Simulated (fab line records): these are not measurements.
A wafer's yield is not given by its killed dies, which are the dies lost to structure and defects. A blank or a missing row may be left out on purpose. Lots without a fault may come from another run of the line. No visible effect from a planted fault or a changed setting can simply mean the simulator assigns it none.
Which tool was responsible? ; flow n5Finfet ; Sampling: 11 lots, 33 wafers, 5 of 1938 route steps

## WHAT EACH GAUGE READ, for each wafer
N5_BEOL_M4_RC_MEAS_101. Usual: DIBL_N 36.0 mV/V, standard deviation 2.5; DIBL_P 36.2 mV/V, standard deviation 3; IOFF_N 0.16 nA/um, standard deviation 0.044; IOFF_P 0.21 nA/um, standard deviation 0.049; IOFF_P_LONG 0.000106 nA/um, standard deviation 1e-05; ION_N 671 uA/um, standard deviation 15; ION_P 461 uA/um, standard deviation 8.7; SS_N 71.5 mV/dec, standard deviation 0.72; SS_P 73.4 mV/dec, standard deviation 0.9; VT_N 251 mV, standard deviation 4.4; VT_N_LVT 99 mV, standard deviation 4.7; VT_P -250 mV, standard deviation 4; VT_P_LONG -275.2 mV, standard deviation 2.8.
lot;measured;on;DIBL_N (mV/V);DIBL_P (mV/V);IOFF_N (nA/um);IOFF_P (nA/um);IOFF_P_LONG (nA/um);ION_N (uA/um);ION_P (uA/um);SS_N (mV/dec);SS_P (mV/dec);VT_N (mV);VT_N_LVT (mV);VT_P (mV);VT_P_LONG (mV);flag
L714;day 8 12:22;prober-01;34.7 36.7 33.9;33.8 36.3 32.7;0.13 0.16 0.12;0.20 0.24 0.19;0.000122 0.000122 0.000125;653 672 667;456 469 468;71.5 71.4 71.0;72.0 73.8 72.1;255 249 252;100 97 101;-250 -243 -246;-270.9 -269.7 -268.7;
L715;day 8 21:15;prober-02;34.6 33.6 33.5;36.4 35.3 35.5;0.13 0.13 0.13;0.19 0.17 0.18;0.000104 9.7e-05 0.000107;652 660 652;449 452 447;71.9 71.7 72.0;73.2 73.2 73.0;254 253 254;103 103 102;-252 -253 -255;-278.0 -280.3 -278.5;
L717;day 9 14:58;prober-02;32.7 37.3 35.7;34.3 40.0 38.5;0.12 0.20 0.16;0.18 0.24 0.24;0.000108 0.000111 0.000108;656 677 663;455 459 461;70.9 72.3 71.7;72.2 74.3 74.3;252 247 253;103 97 101;-249 -249 -247;-272.3 -274.7 -276.6;
L719;day 9 23:16;prober-02;41.4 38.8 39.2;41.8 39.1 39.7;0.26 0.19 0.20;0.29 0.24 0.24;0.000103 0.0001 0.000105;697 673 690;466 457 468;72.5 73.0 72.9;75.0 74.2 75.1;245 247 248;91 96 95;-246 -249 -251;-274.2 -276.8 -275.0;
L721;day 10 07:52;prober-02;37.0 36.0 39.7;36.6 35.6 40.1;0.16 0.14 0.21;0.20 0.19 0.26;0.000102 0.000112 0.000103;669 663 700;457 460 473;72.0 71.0 72.0;73.2 72.6 74.0;254 255 246;100 100 94;-252 -251 -249;-278.2 -276.3 -275.2;
L723;day 10 17:22;prober-01;34.2 34.1 37.7;34.9 35.2 39.4;0.13 0.14 0.21;0.20 0.20 0.29;0.000125 0.000111 0.000109;657 672 699;457 464 482;71.5 70.9 72.3;72.8 73.4 73.4;252 250 245;99 98 93;-252 -248 -246;-275.1 -273.3 -272.0;
L724;day 11 04:19;prober-02;35.8 38.2 35.3;35.0 37.5 33.7;0.13 0.17 0.13;0.19 0.22 0.18;0.000105 9.8e-05 0.000112;662 672 662;459 463 464;71.5 72.1 71.2;73.2 73.5 72.7;253 249 252;102 98 101;-253 -247 -252;-276.3 -275.1 -276.0;
L726;day 11 20:52;prober-02;40.2 38.9 38.6;39.5 37.9 36.6;0.21 0.18 0.17;0.29 0.24 0.22;0.000103 0.0001 9.7e-05;695 676 668;476 471 456;72.0 72.1 71.9;74.3 73.6 73.7;243 247 250;95 97 100;-245 -248 -250;-276.1 -276.8 -276.3;
L730;day 12 07:01;prober-02;37.8 34.2 38.7;37.9 32.6 38.6;0.20 0.12 0.23;0.22 0.15 0.25;8.8e-05 0.0001 8.9e-05;691 660 700;461 448 463;71.4 71.2 72.4;74.0 72.5 74.3;245 254 243;95 103 93;-252 -254 -251;-279.8 -279.6 -279.7;
L733;day 12 22:44;prober-01;35.0 34.7 37.3;32.2 32.7 37.0;0.12 0.12 0.17;0.08 0.09 0.12;7.2e-05 7.5e-05 8.2e-05;663 653 679;430 424 433;71.4 70.9 71.6;71.9 72.3 73.8;255 256 247;84 84 77;-271 -269 -267;-291.4 -292.7 -292.5;OFF
L736;day 13 20:39;prober-01;42.4 38.4 40.2;41.7 36.2 38.8;0.32 0.16 0.24;0.18 0.11 0.14;8.2e-05 7.2e-05 8.3e-05;699 661 685;445 430 440;73.6 71.6 72.3;74.3 73.0 73.6;242 252 243;69 80 73;-258 -268 -262;-293.1 -292.8 -292.7;OFF

N5_BEOL_M5_THK_MEAS_01. Usual: M5_ILD_THK typically reads 121.2 nm, with standard deviation 1.6.
lot;measured;on;M5_ILD_THK (nm);flag
L714;day 8 13:35;filmMetro-02;118.1 122.7 120.9;
L715;day 8 22:47;filmMetro-01;121.4 120.5 123.9;
L717;day 9 16:11;filmMetro-01;118.7 121.5 122.5;
L719;day 10 01:08;filmMetro-02;117.3 122.6 121.2;
L721;day 10 09:10;filmMetro-01;121.7 121.5 123.8;
L723;day 10 18:54;filmMetro-02;121.3 122.3 121.9;
L724;day 11 05:51;filmMetro-02;120.4 121.6 119.8;
L726;day 11 22:15;filmMetro-02;121.0 118.4 122.3;
L730;day 12 08:59;filmMetro-02;120.5 120.7 121.7;
L733;day 13 00:17;filmMetro-02;117.7 118.3 123.2;
L736;day 13 21:52;filmMetro-01;119.2 124.1 120.1;

## TOOL THAT RAN EACH LOT (tool first, then ch and the chambers of the sampled wafers, then the start)
lot;N5_HKMG_FIN_RTA_80;N5_BEOL_M4_ANNEAL_82;N5_BEOL_M4_ANNEAL_89
L714;rtpAnneal-01 ch 0, day 4 00:02;pvdSputter-02, day 8 09:43;pvdSputter-02, day 8 10:09
L715;rtpAnneal-01 ch 0, day 4 09:50;pvdSputter-02, day 8 18:19;pvdSputter-02, day 8 18:45
L717;rtpAnneal-02 ch 0, day 4 19:07;pvdSputter-01, day 9 12:18;pvdSputter-01, day 9 12:44
L719;rtpAnneal-01 ch 0, day 5 08:10;pvdSputter-03, day 9 20:56;pvdSputter-03, day 9 21:22
L721;rtpAnneal-01 ch 0, day 6 01:22;pvdSputter-03, day 10 05:14;pvdSputter-03, day 10 05:40
L723;rtpAnneal-02 ch 0, day 6 12:16;pvdSputter-01, day 10 15:01;pvdSputter-01, day 10 15:28
L724;rtpAnneal-02 ch 0, day 6 21:13;pvdSputter-03, day 11 01:53;pvdSputter-03, day 11 02:19
L726;rtpAnneal-02 ch 0, day 7 05:01;pvdSputter-02, day 11 18:22;pvdSputter-02, day 11 18:48
L730;rtpAnneal-01 ch 0, day 8 05:46;pvdSputter-01, day 12 04:39;pvdSputter-01, day 12 05:05
L733;rtpAnneal-01 ch 0, day 8 21:21;pvdSputter-02, day 12 19:27;pvdSputter-02, day 12 19:53
L736;rtpAnneal-01 ch 0, day 9 14:14;pvdSputter-02, day 13 17:45;pvdSputter-02, day 13 18:15
- N5_HKMG_FIN_RTA_80: time 2 s.
- N5_BEOL_M4_ANNEAL_82: time 240 s.
- N5_BEOL_M4_ANNEAL_89: time 240 s.

## AS READ BY THE TOOLS THEMSELVES (means over the sampled wafers that have a number; for cases with no such wafer, the mark the record gives instead)
N5_BEOL_M4_ANNEAL_82. Usual: heaterPowerW 845 W, standard deviation 58.
lot;tool;heaterPowerW (W);flag
L714;pvdSputter-02;861;
L715;pvdSputter-02;821;
L717;pvdSputter-01;896;
L719;pvdSputter-03;815;
L721;pvdSputter-03;802;
L723;pvdSputter-01;870;
L724;pvdSputter-03;838;
L726;pvdSputter-02;870;
L730;pvdSputter-01;893;
L733;pvdSputter-02;853;
L736;pvdSputter-02;811;

N5_BEOL_M4_ANNEAL_89. Usual: heaterPowerW 843 W, standard deviation 56.
lot;tool;heaterPowerW (W);flag
L714;pvdSputter-02;849;
L715;pvdSputter-02;820;
L717;pvdSputter-01;889;
L719;pvdSputter-03;818;
L721;pvdSputter-03;806;
L723;pvdSputter-01;851;
L724;pvdSputter-03;826;
L726;pvdSputter-02;833;
L730;pvdSputter-01;901;
L733;pvdSputter-02;856;
L736;pvdSputter-02;810;

## THE ANSWER, worked out from the rows above alone
Rule: a lot is off if the mean of its wafers that have a number lies more than 3 standard deviations from the usual mean. Also off: a lot with no number at a reading for which 4 or more lots have one. Any other lot the step has rows for is counted as sound. Order of review: gauges by route order, followed by the tools' own readings, for which a lot's mean as printed above is used. The first step at which some lot is off is used, and at that step the reading that is off furthest; a lot without a number counts as furthest.
Off: L733, L736, at N5_BEOL_M4_RC_MEAS_101 (VT_P_LONG).
A tool fits if, at a process step before that reading, it ran every lot that is off, and no sound lot after the first of them. Gauges at N5_BEOL_M4_RC_MEAS_101: tried the same way as those tools. Can't be told from this: 3 tools fit, rtpAnneal-01 at N5_HKMG_FIN_RTA_80, pvdSputter-02 at N5_BEOL_M4_ANNEAL_82 and N5_BEOL_M4_ANNEAL_89, prober-01 at N5_BEOL_M4_RC_MEAS_101.

## WHAT WAS PUT IN BY THE SIMULATOR
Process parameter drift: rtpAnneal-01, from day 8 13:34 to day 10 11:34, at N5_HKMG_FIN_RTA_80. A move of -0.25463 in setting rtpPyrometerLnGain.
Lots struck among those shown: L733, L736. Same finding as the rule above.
